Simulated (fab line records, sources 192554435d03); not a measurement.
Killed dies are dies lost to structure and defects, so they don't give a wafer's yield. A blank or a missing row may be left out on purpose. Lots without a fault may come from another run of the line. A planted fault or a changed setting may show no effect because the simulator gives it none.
A struck lot beside a sound one | flow n5_finfet | 16 steps out of a route of 1938
Sound: wafers L936.2, L936.3, L936.6. Struck: wafer L950.1. (L950.2, L950.3 of the same lot were not struck and are left out.) The cause comes at the end.
At each step with rows: each side's tool, then ch and its chambers, then its first start. Under that, the readings that differ: sound wafers | struck wafers | difference of the means | sigmas: that difference in standard deviations of wafers without a fault.
alike: readings whose means differ by less than 2 such deviations, and words and numbers that are the same on both sides. not compared: withheld readings, readings that some wafer has no value for, bounds like >300 that may hide the same value, and numbers for which the record gives no deviation and whose values overlap.
The two part at a step that has a row with sigmas, a row that says differs or no value, or rows on one side only. Numbers that don't overlap but have no deviation are shown without sigmas and don't part them. A reading that every wafer of one side lacks parts them only if that side has two wafers or more.

N5_BEOL_M2_OVL_MEAS_29:
  sound on overlay-01 ch 0, day 9 04:43; struck on overlay-02 ch 0, day 11 17:01
  alike: V1_OVL
N5_BEOL_M2_INSPECT_30: inspects for defects (brightfield).
  sound on defect_inspect-02, day 9 04:47; struck on defect_inspect-01, day 11 17:05
  alike: raw_defect_count
then, 2 steps without rows for these wafers: N5_BEOL_M2_DESCUM_33 (chemistry O2, time 7 s); N5_BEOL_M2_ETCH_77 (etches underlayer in N2/H2, target depth 6.5 nm, time 5.2 s).
N5_BEOL_M2_ETCH_69: etches SiARC in CF4, target depth 15.6 nm, time 26 s.
  sound on rie_diel-03 ch 2,3, day 9 04:52; struck on rie_diel-02 ch 1, day 11 17:14
  reading               | sound          | struck | difference | sigmas
  etch_rf_on_time_s (s) | 27.3 25.5 27.5 | 24.4   | -2.4       | -2
  alike: drypump_motor_current_A, oes_product_au, rf_vpp_V, showerhead_plenum_p_Torr, throttle_valve_pct
  not compared: rf_hours_counter_h
N5_BEOL_M2_ALD_98: deposits SiO2, target thk 2.5 nm, pulse time 1 s, co reactant pulse time 1 s.
  sound on ald_sin-02 ch 0,2,3, day 9 04:56; struck on ald_sin-01 ch 2, day 11 17:19
  alike: heater_power_w, precursor_pulse_height_rel, susceptor_temp_C
N5_BEOL_M2_ETCHBACK_99: etches SiO2 in CHF3, target depth 5 nm, time 10.4 s.
  sound on rie_diel-03 ch 1,2, day 9 06:41; struck on rie_diel-03 ch 1, day 12 15:02
  reading               | sound          | struck | difference | sigmas
  oes_product_au (a.u.) | 0.67 0.90 0.67 | 0.92   | +0.17      | +2
  alike: drypump_motor_current_A, oes_f_703_au, rf_vpp_V, showerhead_plenum_p_Torr, throttle_valve_pct
  not compared: rf_hours_counter_h
N5_BEOL_M2_ETCH_70: etches SOC in N2/H2, target depth 80 nm, overetch 24 nm, time 130 s.
  sound on rie_diel-03 ch 1,2, day 9 06:44; struck on rie_diel-03 ch 1, day 12 15:04
  reading               | sound          | struck | difference | sigmas
  oes_product_au (a.u.) | 0.52 0.65 0.51 | 0.68   | +0.12      | +2
  alike: drypump_motor_current_A, rf_vpp_V, showerhead_plenum_p_Torr, throttle_valve_pct
  not compared: rf_hours_counter_h
then, 2 steps without rows for these wafers: N5_BEOL_M2_STRIP_71 (strips in N2/H2); N5_BEOL_M2_STRIP_78 (strips in N2/H2).
N5_BEOL_M2_VIA_ETCH_34: etches the open film in C4F6/O2, target depth 69.4 nm, time 65.9 s.
  sound on rie_diel-03 ch 1,2, day 9 06:50; struck on rie_diel-03 ch 1, day 12 15:10
  reading               | sound          | struck | difference | sigmas
  oes_product_au (a.u.) | 0.67 0.90 0.67 | 0.93   | +0.18      | +2
  alike: drypump_motor_current_A, oes_f_703_au, rf_vpp_V, showerhead_plenum_p_Torr, throttle_valve_pct
  not compared: rf_hours_counter_h
then, 1 step without rows for these wafers: N5_BEOL_M2_STRIP_83 (strips in C4F6/O2).
N5_BEOL_M2_STRIP_36: strips in N2/H2.
  sound on rie_diel-03 ch 1,2, day 9 06:53; struck on rie_diel-03 ch 1, day 12 15:14
  reading                        | sound             | struck | difference | sigmas
  chamber_pressure_mTorr (mTorr) | 20.00 20.01 20.01 | 14.00  | -6.01      | -99 or more
  oes_product_au (a.u.)          | 0.70 0.90 0.68    | 0.96   | +0.20      | +2
  alike: drypump_motor_current_A, rf_vpp_V, showerhead_plenum_p_Torr, throttle_valve_pct
  not compared: rf_hours_counter_h
then, 1 step without rows for these wafers: N5_BEOL_M2_TRENCH_ETCH_37 (etches SiOC in C4F6/O2, target depth 55.555 nm, time 29.2 s).
-- the record jumps here: 2 days lie between the struck wafers' starts before and after (it left off in module BEOL_M2 and takes up again in module BEOL_M4, whose first step shown is number 1111 of the route) --
N5_BEOL_M4_RC_MEAS_101:
  sound on prober-02 ch 0, day 11 07:56; struck on prober-02 ch 0, day 14 15:21
  reading       | sound          | struck | difference | sigmas
  SS_N (mV/dec) | 72.1 70.4 70.1 | 72.9   | +2.0       | +2
  SS_P (mV/dec) | 74.5 73.0 73.1 | 71.8   | -1.7       | -2
  alike: DIBL_N, DIBL_P, IOFF_N, IOFF_P, ION_N, ION_P, VT_N, VT_P
-- the record jumps here: 5 days lie between the struck wafers' starts before and after (it left off in module BEOL_M4 and takes up again in module PASSIVATION, whose first step shown is number 1936 of the route) --
N5_PASSIVATION_PROBE_49:
  sound on prober-01, day 15 15:16; struck on prober-02, day 19 04:01
  reading         | sound    | struck | difference | sigmas
  killed_at_M4_up | 13 18 11 | 29     | +15        | +3
  alike: defect_limited_yield, killed_at_M0_to_M3, killed_at_contacts, killed_at_front_end, killed_at_other, killed_dies, killed_open, killed_short, sort_bin_4_leakage, sort_bin_5_function, sort_bin_6_memory, sort_n_pass, sort_yield_pct

WHERE THEY PART
First at N5_BEOL_M2_ETCH_69; last, within this record, at N5_PASSIVATION_PROBE_49.

WHY: what the simulator had put in
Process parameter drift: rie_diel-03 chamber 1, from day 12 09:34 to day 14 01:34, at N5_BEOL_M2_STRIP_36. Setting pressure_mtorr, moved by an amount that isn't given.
